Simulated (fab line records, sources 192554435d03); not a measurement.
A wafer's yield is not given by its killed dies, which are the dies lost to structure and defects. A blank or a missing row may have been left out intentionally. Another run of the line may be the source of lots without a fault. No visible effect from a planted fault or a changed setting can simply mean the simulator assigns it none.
fab line records ; flow n5Finfet
record lots=7; wafers=19; lastDay=18
route steps=1938 shown HKMG_FIN@407 BEOL_M4@1111 PASSIVATION@1936
lots untouched by any fault: they come from a run of this same line in which no faults occurred
startH: hours from the record's opening day to when the first of the lot's shown wafers began ; waitH: how many hours have passed since the lot's step before this one ; " unchanged from the row above ; L1.1+2: one row covering several wafers at once ; - no value, or no start given ; * or withheld: withheld ; < > ~ a bound
route shown NAME@n: NAME is a module with steps in the file, n the number in the route of the first one ; usual: the fault-free wafers' mean and standard deviation ; same: alike in all rows ; chamber/n: place in a boat ; sites: the reading at each site ; _std_site: the standard deviation of these ; _edge_site: outer sites' mean less inner sites' ; radiusMm: how far each site lies from the wafer's centre ; mask NAME#n: copy n ; behind: the last tool/chamber to shape the wafer ; hold: cause of the lot's hold/its duration in hours/its outcome ; device: which transistor (n, p or np) failed to switch ; end of line: the route-end tests of the same wafers ; a step with no rows: only its recipe ; killed: at the first sort, the dies lost to defects and structure; wafer yield is something else ; map: the dies of a wafer, with x for killed, . for not killed, _ for no die there
set.NAME: the setting as run; set.NAME@STEP: as run at that earlier step ; model.NAME: the simulator's own value behind a step, which no gauge read
lots at selected steps of the route; one table per step, one row per wafer
services: from which hour (startH, from the record's first day; less than 0 if before it) a tool's chamber was out of use, for how many hours, and why
## steps
# step N5_HKMG_FIN_STRIP_93
# recipe chemistry=N2/H2; material=SOC; timeS=20; powerW=500; tempC=40; pressureMtorr=50; rfFrequencyHz=6e+07; biasPowerW=8; h2Frac=0.5; n2FlowSccm=300; h2FlowSccm=300
# usual drypumpMotorCurrentA=5.6/0.44; oesProductAu=0.78/0.075; rfVppV=54.1/0.87; showerheadPlenumPTorr=3.37/0.1; throttleValvePct=18.8/0.45
lot.wafer;tool;chamber;startH;waitH;drypumpMotorCurrentA;oesProductAu;rfHoursCounterH;rfVppV;showerheadPlenumPTorr;throttleValvePct
L944.1;rieDiel-05;1;92.53;0.2;5.3;0.89;53;54.8;3.53;18.3
L944.3;rieDiel-05;3;92.53;0.2;5.2;0.90;19;53.1;3.31;18.6
L944.4;rieDiel-05;2;92.53;0.2;5.1;0.73;153;53.8;3.49;18.8
L950.3;rieDiel-05;2;127.87;0.2;5.1;0.72;167;52.9;3.48;18.8
L950.4;rieDiel-05;3;127.87;0.2;5.2;0.86;33;53.5;3.30;18.6
L950.6;rieDiel-05;2;127.87;0.2;5.1;0.72;-;54.5;3.48;18.7
L951.5;rieDiel-06;3;134.13;0.0;5.5;0.75;-;53.6;3.49;18.9
L951.6;rieDiel-06;2;134.13;0.0;5.8;0.90;-;55.5;3.25;18.3
L952.1;rieDiel-06;3;141.08;0.2;5.5;0.74;162;55.3;3.49;19.0
L952.6;rieDiel-06;0;141.08;0.2;5.6;0.78;-;54.2;3.22;18.8
L953.1;rieDiel-01;3;145.39;0.2;6.6;0.69;197;53.7;3.43;18.0
L953.2;rieDiel-01;0;145.39;0.2;5.2;0.73;206;54.8;3.44;19.2
L953.6;rieDiel-01;3;145.39;0.2;6.6;0.69;-;54.2;3.43;18.0
L960.1;rieDiel-01;2;188.89;0.2;5.3;0.83;84;55.1;3.39;18.6
L960.5;rieDiel-01;1;188.89;0.2;6.0;0.72;-;53.6;3.21;19.5
L960.6;rieDiel-01;2;188.89;0.2;5.3;0.84;-;55.0;3.39;18.6
L962.2;rieDiel-05;3;206.72;0.2;5.2;0.84;56;53.8;3.29;18.6
L962.4;rieDiel-05;0;206.72;0.2;5.4;0.69;232;55.7;3.34;19.2
L962.6;rieDiel-05;0;206.72;0.2;5.4;0.69;-;52.6;3.34;19.2
# step N5_HKMG_FIN_WET_ETCH_76
# recipe chemistry=dNH4OH; mix=1:50; tempC=25; target=Al2O3; stopOn=La2O3; targetDepthNm=2.25; dry=ipaMarangoni; rinseTimeS=30; rinseTempC=23
# step N5_HKMG_FIN_STRIP_60
# recipe chemistry=N2/H2; powerW=2500; tempC=300; h2Frac=0.65; timeS=360; pressureMtorr=withheld; n2FlowSccm=1750; h2FlowSccm=3250
# usual drypumpMotorCurrentA=5.8/0.44; heaterPowerW=470/53
lot.wafer;tool;chamber;startH;waitH;drypumpMotorCurrentA;heaterPowerW;rfHoursCounterH
L944.1;plasmaAsher-02;1;92.69;0.0;6.5;460;90
L944.3;plasmaAsher-02;0;92.69;0.0;5.8;422;-
L944.4;plasmaAsher-02;1;92.69;0.0;6.6;474;-
L950.3;plasmaAsher-01;1;128.14;0.1;5.7;543;-
L950.4;plasmaAsher-01;0;128.14;0.1;5.3;433;-
L950.6;plasmaAsher-01;1;128.14;0.1;5.7;549;-
L951.5;plasmaAsher-02;1;134.50;0.3;6.5;469;-
L951.6;plasmaAsher-02;0;134.50;0.3;5.8;423;-
L952.1;plasmaAsher-01;1;141.27;0.0;5.7;560;50
L952.6;plasmaAsher-01;1;141.27;0.0;5.7;539;-
L953.1;plasmaAsher-01;1;145.58;0.0;5.7;550;51
L953.2;plasmaAsher-01;0;145.58;0.0;5.3;422;51
L953.6;plasmaAsher-01;0;145.58;0.0;5.3;429;-
L960.1;plasmaAsher-01;1;189.04;0.0;5.7;546;61
L960.5;plasmaAsher-01;0;189.04;0.0;5.3;421;-
L960.6;plasmaAsher-01;1;189.04;0.0;5.7;548;-
L962.2;plasmaAsher-01;1;206.87;0.0;5.7;534;64
L962.4;plasmaAsher-01;0;206.87;0.0;5.3;420;-
L962.6;plasmaAsher-01;0;206.87;0.0;5.3;427;-
# step N5_HKMG_FIN_WET_ETCH_77
# recipe chemistry=dHCl; mix=1:10000; tempC=25; target=La2O3; stopOn=HfO2; targetDepthNm=2
# step N5_HKMG_FIN_WET_ETCH_78
# recipe chemistry=dNH4OH; mix=1:50; tempC=25; target=Al2O3; stopOn=La2O3; targetDepthNm=4.5; dry=ipaMarangoni; rinseTimeS=30; rinseTempC=23
# step N5_HKMG_FIN_ALD_79
# recipe material=TiN; targetThkA=15; tempC=400; aldPrecursorFamily=TiCl4; aldCoReactant=NH3; pulseTimeS=1; purgeTimeS=3; coReactantPurgeTimeS=2; coReactantPulseTimeS=2; aldCycles=68; pressureTorr=3
# usual aldCycles=68/0; heaterPowerW=896/75; precursorPulseHeightRel=1.002/0.019
lot.wafer;tool;chamber;startH;waitH;aldCycles;heaterPowerW;precursorPulseHeightRel
L944.1;aldMetal-02;3;93.18;0.0;68;948;0.969
L944.3;aldMetal-02;1;93.18;0.0;68;877;1.038
L944.4;aldMetal-02;0;93.18;0.0;68;834;0.997
L950.3;aldMetal-01;0;128.51;0.0;68;920;1.005
L950.4;aldMetal-01;3;128.51;0.0;68;848;0.985
L950.6;aldMetal-01;2;128.51;0.0;68;832;0.985
L951.5;aldMetal-01;1;135.05;0.3;68;877;0.964
L951.6;aldMetal-01;2;135.05;0.3;68;841;1.027
L952.1;aldMetal-03;2;141.77;0.0;68;1066;0.965
L952.6;aldMetal-03;1;141.77;0.0;68;981;1.005
L953.1;aldMetal-03;2;146.07;0.0;68;1012;0.982
L953.2;aldMetal-03;1;146.07;0.0;68;979;0.990
L953.6;aldMetal-03;2;146.07;0.0;68;1061;0.988
L960.1;aldMetal-02;3;189.53;0.0;68;955;1.011
L960.5;aldMetal-02;0;189.53;0.0;68;815;1.000
L960.6;aldMetal-02;1;189.53;0.0;68;866;1.007
L962.2;aldMetal-03;1;207.37;0.0;68;1006;0.976
L962.4;aldMetal-03;2;207.37;0.0;68;1012;1.009
L962.6;aldMetal-03;1;207.37;0.0;68;977;0.980
# step N5_HKMG_FIN_CVD_62
# recipe material=a-Si; targetThkA=30; tempC=500; precursor=Si2H6; pressureTorr=1; timeS=20.8
# usual heaterPowerW=1383/87
lot.wafer;tool;chamber;startH;waitH;heaterPowerW
L944.1;thermalCvdSi-01;2;93.54;0.2;1358
L944.3;thermalCvdSi-01;1;93.54;0.2;1318
L944.4;thermalCvdSi-01;2;93.54;0.2;1355
L950.3;thermalCvdSi-01;0;128.88;0.2;1391
L950.4;thermalCvdSi-01;0;128.88;0.2;1401
L950.6;thermalCvdSi-01;2;128.88;0.2;1379
L951.5;thermalCvdSi-02;2;135.29;0.1;1507
L951.6;thermalCvdSi-02;0;135.29;0.1;1231
L952.1;thermalCvdSi-01;2;142.13;0.2;1395
L952.6;thermalCvdSi-01;2;142.13;0.2;1369
L953.1;thermalCvdSi-02;2;146.44;0.2;1472
L953.2;thermalCvdSi-02;1;146.44;0.2;1453
L953.6;thermalCvdSi-02;0;146.44;0.2;1211
L960.1;thermalCvdSi-01;2;189.89;0.2;1451
L960.5;thermalCvdSi-01;1;189.89;0.2;1362
L960.6;thermalCvdSi-01;2;189.89;0.2;1367
L962.2;thermalCvdSi-01;2;207.73;0.2;1363
L962.4;thermalCvdSi-01;1;207.73;0.2;1384
L962.6;thermalCvdSi-01;2;207.73;0.2;1337
# step N5_HKMG_FIN_RTA_80
# recipe tempC=withheld; timeS=2; ambient=N2; idleTempC=600; rampUpCPerS=150; rampDownCPerS=60; coolToC=600
# step N5_HKMG_FIN_PRECLEAN_64
# recipe chemistry=dHF; timeS=30; tempC=25; dilution=withheld
# step N5_HKMG_FIN_WET_ETCH_65
# recipe chemistry=TMAH; tempC=70; concWtPct=5; target=a-Si; stopOn=TiN; timeS=49; targetDepthNm=3
# step N5_HKMG_FIN_WET_ETCH_81
# recipe chemistry=SC1; target=TiN; stopOn=HfO2; mix=1:1:5; tempC=60; timeS=57; targetDepthNm=6
# step N5_HKMG_FIN_WET_ETCH_82
# recipe chemistry=dHCl; mix=1:10000; tempC=25; target=La2O3; stopOn=HfO2; targetDepthNm=2; dry=ipaMarangoni; rinseTimeS=30; rinseTempC=23
# step N5_HKMG_FIN_ALD_36
# recipe material=TiN; targetThkA=10; tempC=400; aldPrecursorFamily=TiCl4; aldCoReactant=NH3; pulseTimeS=1; purgeTimeS=3; coReactantPurgeTimeS=2; coReactantPulseTimeS=2; aldCycles=47; pressureTorr=3
# usual aldCycles=47/0; heaterPowerW=895/79; precursorPulseHeightRel=1.000/0.019
lot.wafer;tool;chamber;startH;waitH;aldCycles;heaterPowerW;precursorPulseHeightRel
L944.1;aldMetal-02;3;94.06;0.0;47;949;1.002
L944.3;aldMetal-02;0;94.06;0.0;47;829;0.987
L944.4;aldMetal-02;1;94.06;0.0;47;879;0.984
L950.3;aldMetal-02;0;129.27;0.0;47;824;0.987
L950.4;aldMetal-02;3;129.27;0.0;47;959;1.043
L950.6;aldMetal-02;0;129.27;0.0;43;839;0.986
L951.5;aldMetal-02;3;135.77;0.2;43;946;0.989
L951.6;aldMetal-02;0;135.77;0.2;43;834;1.028
L952.1;aldMetal-02;0;142.63;0.0;47;831;0.985
L952.6;aldMetal-02;0;142.63;0.0;43;852;0.999
L953.1;aldMetal-01;3;146.92;0.0;47;833;0.959
L953.2;aldMetal-01;0;146.92;0.0;47;960;1.014
L953.6;aldMetal-01;1;146.92;0.0;47;891;0.957
L960.1;aldMetal-03;2;190.30;0.0;47;1006;1.022
L960.5;aldMetal-03;2;190.30;0.0;47;1007;0.997
L960.6;aldMetal-03;1;190.30;0.0;47;1001;1.031
L962.2;aldMetal-02;3;208.50;0.1;47;943;1.017
L962.4;aldMetal-02;1;208.50;0.1;47;872;0.981
L962.6;aldMetal-02;1;208.50;0.1;47;884;1.052
# step N5_HKMG_FIN_THK_MEAS_70
# recipe thkMeasGauge=xrf; reads=HfO2_of_HKMG_FIN_HK_ALD_01
# usual HK_THK=1.605/0.021
lot.wafer;tool;chamber;startH;waitH;HK_THK[nm]
L944.1;filmMetro-01;-;94.34;0.2;1.600
L944.3;filmMetro-01;-;94.34;0.2;1.602
L944.4;filmMetro-01;-;94.34;0.2;1.590
L950.3;filmMetro-01;-;129.55;0.2;1.621
L950.4;filmMetro-01;-;129.55;0.2;1.616
L950.6;filmMetro-01;-;129.55;0.2;1.597
L951.5;filmMetro-02;-;135.93;0.0;1.617
L951.6;filmMetro-02;-;135.93;0.0;1.644
L952.1;filmMetro-01;-;142.91;0.2;1.586
L952.6;filmMetro-01;-;142.91;0.2;1.608
L953.1;filmMetro-01;-;147.20;0.2;1.628
L953.2;filmMetro-01;-;147.20;0.2;1.616
L953.6;filmMetro-01;-;147.20;0.2;1.621
L960.1;filmMetro-01;-;190.58;0.2;1.589
L960.5;filmMetro-01;-;190.58;0.2;1.586
L960.6;filmMetro-01;-;190.58;0.2;1.605
L962.2;filmMetro-02;-;208.78;0.2;1.610
L962.4;filmMetro-02;-;208.78;0.2;1.586
L962.6;filmMetro-02;-;208.78;0.2;1.606
# step N5_BEOL_M4_RC_MEAS_101
# usual DIBL_N=36.7/2.6; DIBL_P=36.9/2.8; IOFF_N=0.17/0.043; IOFF_P=0.22/0.05; ION_N=678/15; ION_P=465/9.2; SS_N=71.6/0.79; SS_P=73.5/0.82; VT_N=250/3.9; VT_P=-250/3.7
lot.wafer;tool;chamber;startH;waitH;DIBL_N[mV/V];DIBL_P[mV/V];IOFF_N[nA/um];IOFF_P[nA/um];ION_N[uA/um];ION_P[uA/um];SS_N[mV/dec];SS_P[mV/dec];VT_N[mV];VT_P[mV]
L944.1;prober-02;0;203.06;0.0;38.1;38.2;0.19;0.25;675;466;71.3;73.5;247;-248
L944.3;prober-02;0;203.06;0.0;38.5;38.1;0.19;0.26;688;478;71.6;74.0;247;-247
L944.4;prober-02;0;203.06;0.0;36.4;35.1;0.15;0.20;678;468;71.5;72.5;249;-250
L950.3;prober-01;0;243.88;0.3;39.3;39.8;0.19;0.23;693;468;72.0;74.3;251;-255
L950.4;prober-01;0;243.88;0.3;38.4;38.3;0.16;0.21;662;454;71.7;74.0;253;-254
L950.6;prober-01;0;243.88;0.3;37.3;36.5;0.14;0.16;662;446;72.0;73.8;254;-257
L951.5;prober-02;0;244.72;0.6;33.6;34.4;0.13;0.17;671;457;70.6;72.3;253;-254
L951.6;prober-02;0;244.72;0.6;35.4;36.7;0.15;0.20;666;461;71.6;73.6;251;-252
L952.1;prober-02;0;251.24;0.0;42.0;42.2;0.28;0.36;700;470;72.6;75.0;245;-244
L952.6;prober-02;0;251.24;0.0;37.6;37.7;0.20;0.23;683;468;70.2;74.7;245;-249
L953.1;prober-01;0;251.36;0.0;40.1;40.0;0.20;0.26;697;484;72.1;74.0;245;-247
L953.2;prober-01;0;251.36;0.0;40.0;39.4;0.21;0.25;675;460;72.3;73.6;244;-248
L953.6;prober-01;0;251.36;0.0;40.2;39.5;0.22;0.26;686;472;72.6;73.9;244;-248
L960.1;prober-02;0;300.41;0.0;34.9;35.5;0.14;0.20;680;466;71.7;72.9;252;-250
L960.5;prober-02;0;300.41;0.0;31.8;32.6;0.11;0.17;676;470;71.5;72.2;254;-249
L960.6;prober-02;0;300.41;0.0;33.3;32.2;0.12;0.15;650;447;71.5;72.4;255;-253
L962.2;prober-01;0;334.92;0.2;41.5;42.3;0.24;0.30;696;474;72.3;74.3;246;-249
L962.4;prober-01;0;334.92;0.2;40.9;41.8;0.23;0.28;697;476;72.4;73.9;245;-248
L962.6;prober-01;0;334.92;0.2;39.1;39.8;0.19;0.25;696;472;72.0;74.7;247;-248
# step N5_PASSIVATION_PROBE_49
# usual defectLimitedYield=91.0/1.4; killed_at_M0_to_M3=36/9.6; killed_at_M4_up=14/6.1; killedAtContacts=13/6.6; killedAtFrontEnd=40/11; killedAtOther=3.2/2.9; killedDies=106/17; killedOpen=71/12; killedShort=33/7.3; sort_bin_4_leakage=0.02/0.11; sort_bin_5_function=5.3/1; sort_bin_6_memory=3.4/0.68; sort_bin_8_speed=0.0/0.51; sortNPass=1073/19; sortYieldPct=91.0/1.6
# same grossDies=1180; killedAtBackSide=0
lot.wafer;tool;chamber;startH;waitH;defectLimitedYield[%];killed_at_M0_to_M3;killed_at_M4_up;killedAtContacts;killedAtFrontEnd;killedAtOther;killedDies;killedOpen;killedShort;sort_bin_4_leakage[%];sort_bin_5_function[%];sort_bin_6_memory[%];sort_bin_8_speed[%];sortNPass;sortYieldPct[%]
L944.1;prober-01;-;315.19;0.0;91.2;34;11;8;46;5;104;73;30;0;5.2;3.4;0;1076;91.2
L944.3;prober-01;-;315.29;0.1;90.4;37;14;10;46;6;113;80;32;0;5.4;4.0;0;1067;90.4
L944.4;prober-01;-;315.34;0.2;91.6;33;6;13;44;3;99;72;27;0;4.2;3.9;0;1081;91.6
L950.3;prober-02;-;346.94;0.1;90.3;34;5;22;49;4;114;75;39;0;5.3;4.1;0;1066;90.3
L950.4;prober-02;-;346.99;0.2;89.7;31;11;3;73;3;121;77;29;0;6.5;3.4;0;1059;89.7
L950.6;prober-02;-;347.09;0.3;90.5;42;12;6;40;12;112;76;36;0;5.3;4.0;0;1068;90.5
L953.1;prober-01;-;347.78;0.0;93.3;32;7;10;30;0;79;53;26;0;3.7;2.8;0;1101;93.3
L953.2;prober-01;-;347.83;0.1;87.6;52;14;10;69;1;146;107;37;0;7.8;4.4;0;1034;87.6
L953.6;prober-01;-;348.03;0.3;89.4;40;11;21;53;0;125;81;44;0;6.3;4.0;0;1055;89.4
L951.5;prober-02;-;348.24;0.2;91.5;20;18;24;36;2;100;68;30;0;5.0;3.1;0;1080;91.5
L951.6;prober-02;-;348.29;0.3;93.4;20;6;9;42;1;78;46;29;0;3.8;2.1;0;1102;93.4
L952.1;prober-02;-;357.69;0.4;90.3;37;7;14;45;11;114;75;39;0.17;4.8;4.5;0;1064;90.2
L952.6;prober-02;-;357.94;0.6;91.4;41;5;21;28;6;101;65;36;0;4.9;3.5;0;1079;91.4
L960.1;prober-01;-;409.42;0.0;90.3;35;26;15;34;5;115;81;28;0;5.6;3.9;0;1065;90.3
L960.5;prober-01;-;409.62;0.2;92.2;33;7;14;35;3;92;61;27;0;4.2;3.3;0;1088;92.2
L960.6;prober-01;-;409.67;0.3;89.7;44;11;17;43;6;121;85;34;0;6.6;3.3;0.1;1058;89.7
L962.2;prober-02;-;443.25;0.1;90.4;38;24;8;41;2;113;66;40;0;5.3;3.5;0;1067;90.4
L962.4;prober-02;-;443.35;0.2;89.9;49;19;4;44;3;119;74;44;0;6.8;3.1;0;1061;89.9
L962.6;prober-02;-;443.45;0.3;88.5;44;25;5;57;5;136;100;35;0;7.5;3.8;0;1044;88.5
# killed by level:class
L944.1 BEOL_M2:geometricParticle:open=11 STI_FIN_REVEAL:geometricParticle:open=10 GATE_CUT:geometricParticle:open=7 MOL_CONTACT_COAG:geometricParticle:open=7 FIN_SAQP:geometricParticle:open=5 BEOL_M5:geometricParticle:open=5 BEOL_M3:geometricParticle:open=5 STARTING-WAFER:geometricParticle:short=5
L944.3 BEOL_M1:geometricParticle:open=9 DUMMY_GATE:geometricParticle:open=8 MOL_CONTACT_COAG:geometricParticle:open=8 STI_FIN_REVEAL:geometricParticle:open=7 BEOL_M0_SAQP:geometricParticle:open=7 BEOL_M4:geometricParticle:open=7 FIN_SAQP:geometricParticle:open=6 GATE_CUT:geometricParticle:short=5
L944.4 STI_FIN_REVEAL:geometricParticle:open=16 MOL_CONTACT_COAG:geometricParticle:open=11 BEOL_M0_SAQP:geometricParticle:open=8 BEOL_M1:geometricParticle:open=8 FIN_SAQP:geometricParticle:short=7 BEOL_M0_SAQP:geometricParticle:short=6 BEOL_M2:geometricParticle:open=6 FIN_SAQP:geometricParticle:open=4
L950.3 MOL_CONTACT_COAG:geometricParticle:open=16 STI_FIN_REVEAL:geometricParticle:open=14 BEOL_M3:geometricParticle:open=9 BEOL_M0_SAQP:geometricParticle:short=7 BEOL_M2:geometricParticle:open=7 FIN_SAQP:geometricParticle:open=6 MOL_CONTACT_COAG:geometricParticle:short=6 BEOL_M0_SAQP:geometricParticle:open=6
L950.4 FIN_SAQP:geometricParticle:open=26 FIN_CUT:areaEtch=14 BEOL_M0_SAQP:geometricParticle:short=10 STI_FIN_REVEAL:geometricParticle:open=7 DUMMY_GATE:geometricParticle:open=6 BEOL_M2:geometricParticle:open=6 BEOL_M3:geometricParticle:open=5 BEOL_M4:geometricParticle:open=5
L950.6 FIN_SAQP:geometricParticle:open=13 BEOL_M0_SAQP:geometricParticle:open=10 BEOL_M3:geometricParticle:open=8 BEOL_M2:geometricParticle:open=8 DUMMY_GATE:geometricParticle:open=6 BEOL_M0_SAQP:geometricParticle:short=6 FIN_SAQP:geometricParticle:short=5 BEOL_M3:geometricParticle:short=5
L953.1 BEOL_M0_SAQP:geometricParticle:open=12 MOL_CONTACT_COAG:geometricParticle:open=8 BEOL_M0_SAQP:geometricParticle:short=6 FIN_SAQP:geometricParticle:short=5 FIN_SAQP:geometricParticle:open=5 GATE_CUT:geometricParticle:short=4 BEOL_M1:geometricParticle:open=3 BEOL_M2:geometricParticle:open=3
L953.2 FIN_SAQP:geometricParticle:open=26 BEOL_M2:geometricParticle:open=15 BEOL_M0_SAQP:geometricParticle:open=15 FIN_SAQP:geometricParticle:short=14 MOL_CONTACT_COAG:geometricParticle:open=10 GATE_CUT:geometricParticle:short=6 BEOL_M1:geometricParticle:open=6 BEOL_M3:geometricParticle:open=6
L953.6 FIN_SAQP:geometricParticle:open=23 MOL_CONTACT_COAG:geometricParticle:open=20 FIN_SAQP:geometricParticle:short=15 BEOL_M0_SAQP:geometricParticle:short=13 BEOL_M0_SAQP:geometricParticle:open=6 BEOL_M2:geometricParticle:open=6 BEOL_M3:geometricParticle:open=5 DUMMY_GATE:geometricParticle:short=4
L951.5 MOL_CONTACT_COAG:geometricParticle:open=20 FIN_SAQP:geometricParticle:short=8 BEOL_M4:geometricParticle:open=5 BEOL_M2:geometricParticle:open=5 DUMMY_GATE:geometricParticle:open=4 BEOL_M0:geometricParticle:open=4 MOL_CONTACT_COAG:geometricParticle:short=4 STARTING-WAFER:geometricParticle:short=4
L951.6 BEOL_M0_SAQP:geometricParticle:open=10 FIN_SAQP:geometricParticle:open=8 MOL_CONTACT_COAG:geometricParticle:open=7 FIN_SAQP:geometricParticle:short=5 SPACER0:geometricParticle:short=5 GATE_CUT:geometricParticle:short=5 BEOL_M1:geometricParticle:open=4 BEOL_M0_SAQP:geometricParticle:short=3
L952.1 STI_FIN_REVEAL:geometricParticle:open=15 BEOL_M3:geometricParticle:open=9 MOL_CONTACT_COAG:geometricParticle:open=9 FIN_SAQP:geometricParticle:short=6 BEOL_M0_SAQP:geometricParticle:short=6 MOL_CONTACT_COAG:geometricParticle:short=5 BEOL_M1:geometricParticle:open=5 BEOL_M2:geometricParticle:open=5
L952.6 MOL_CONTACT_COAG:geometricParticle:open=15 BEOL_M3:geometricParticle:open=10 STI_FIN_REVEAL:geometricParticle:open=9 BEOL_M0_SAQP:geometricParticle:open=8 BEOL_M2:geometricParticle:open=7 MOL_CONTACT_COAG:geometricParticle:short=6 BEOL_M0_SAQP:geometricParticle:short=6 STI_FIN_REVEAL:geometricParticle:short=4
L960.1 MOL_CONTACT_COAG:geometricParticle:open=12 BEOL_M1:geometricParticle:open=11 BEOL_M2:geometricParticle:open=9 BEOL_M5:geometricParticle:open=7 FIN_SAQP:geometricParticle:open=6 STI_FIN_REVEAL:geometricParticle:open=6 BEOL_M4:geometricParticle:short=6 FIN_CUT:geometricParticle:open=4
L960.5 MOL_CONTACT_COAG:geometricParticle:open=12 BEOL_M1:geometricParticle:open=9 FIN_SAQP:geometricParticle:open=8 STI_FIN_REVEAL:geometricParticle:open=8 FIN_SAQP:geometricParticle:short=7 BEOL_M2:geometricParticle:open=7 BEOL_M0_SAQP:geometricParticle:open=5 BEOL_M1:geometricParticle:short=4
L960.6 STI_FIN_REVEAL:geometricParticle:open=17 BEOL_M1:geometricParticle:open=15 MOL_CONTACT_COAG:geometricParticle:open=14 FIN_SAQP:geometricParticle:open=9 BEOL_M5:geometricParticle:open=7 BEOL_M2:geometricParticle:open=7 FIN_SAQP:geometricParticle:short=6 BEOL_M2:geometricParticle:short=6
L962.2 BEOL_M4:geometricParticle:open=12 BEOL_M2:geometricParticle:open=11 GATE_CUT:geometricParticle:short=11 BEOL_M2:geometricParticle:short=8 FIN_SAQP:geometricParticle:open=7 MOL_CONTACT_COAG:geometricParticle:open=6 BEOL_M0_SAQP:geometricParticle:short=5 BEOL_M0_SAQP:geometricParticle:open=5
L962.4 GATE_CUT:geometricParticle:short=13 FIN_SAQP:geometricParticle:open=12 BEOL_M1:geometricParticle:open=10 BEOL_M0_SAQP:geometricParticle:short=9 BEOL_M3:geometricParticle:open=9 GATE_CUT:geometricParticle:open=7 BEOL_M4:geometricParticle:open=7 BEOL_M0_SAQP:geometricParticle:open=6
L962.6 BEOL_M4:geometricParticle:open=14 FIN_SAQP:geometricParticle:open=11 GATE_CUT:geometricParticle:open=10 BEOL_M3:geometricParticle:open=10 STI_FIN_REVEAL:geometricParticle:open=9 BEOL_M1:geometricParticle:open=9 BEOL_M2:geometricParticle:open=7 GATE_CUT:geometricParticle:short=6
## services
tool;chamber;startH;hours;kind
rieDiel-05;1;74.67;4.5;repair
rieDiel-06;-;104.20;14.6;pm
rieDiel-01;0;116.87;1.2;repair
rieDiel-06;1;125.03;-;clean
rieDiel-06;1;125.03;-;consumableReplace:focusRing
rieDiel-06;1;125.03;21.7;scheduledDown
rieDiel-06;1;125.03;21.7;ventCycle
aldMetal-03;-;135.51;2.8;pm
aldMetal-02;2;141.89;38.2;repair
thermalCvdSi-01;0;157.68;6.8;repair
aldMetal-01;3;157.89;17.9;repair
aldMetal-03;2;160.12;13.2;repair
plasmaAsher-02;-;164.39;3.5;repair
plasmaAsher-01;-;182.00;4.3;pm
plasmaAsher-02;-;186.40;3.0;repair
thermalCvdSi-02;-;193.66;28.1;pm
aldMetal-02;-;198.08;8.7;pm
## key
firstSign step=N5_HKMG_FIN_ALD_36; reading=aldCycles; direction=down; sigmas=99+; usual=*; struck=*
effect none on later readings
metAt N5_HKMG_FIN_ALD_36
struckWafers L950.6,L951.5,L951.6,L952.6
baselineLoss step=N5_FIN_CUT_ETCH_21; wafers=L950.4
onsetBetween 94.06 129.27
fault kind=processParameterDrift; tool=aldMetal-02; chamber=-; onsetH=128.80; steps=N5_HKMG_FIN_ALD_36; channel=aldCycles; offset=*; shape=step; endH=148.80; scope=struckWafersOnly; actsIn=*; stated=*
# baselineLoss: these wafers lose ten dies or more at that step, a loss of the line's own and not of a fault; the sort's usual values leave them out
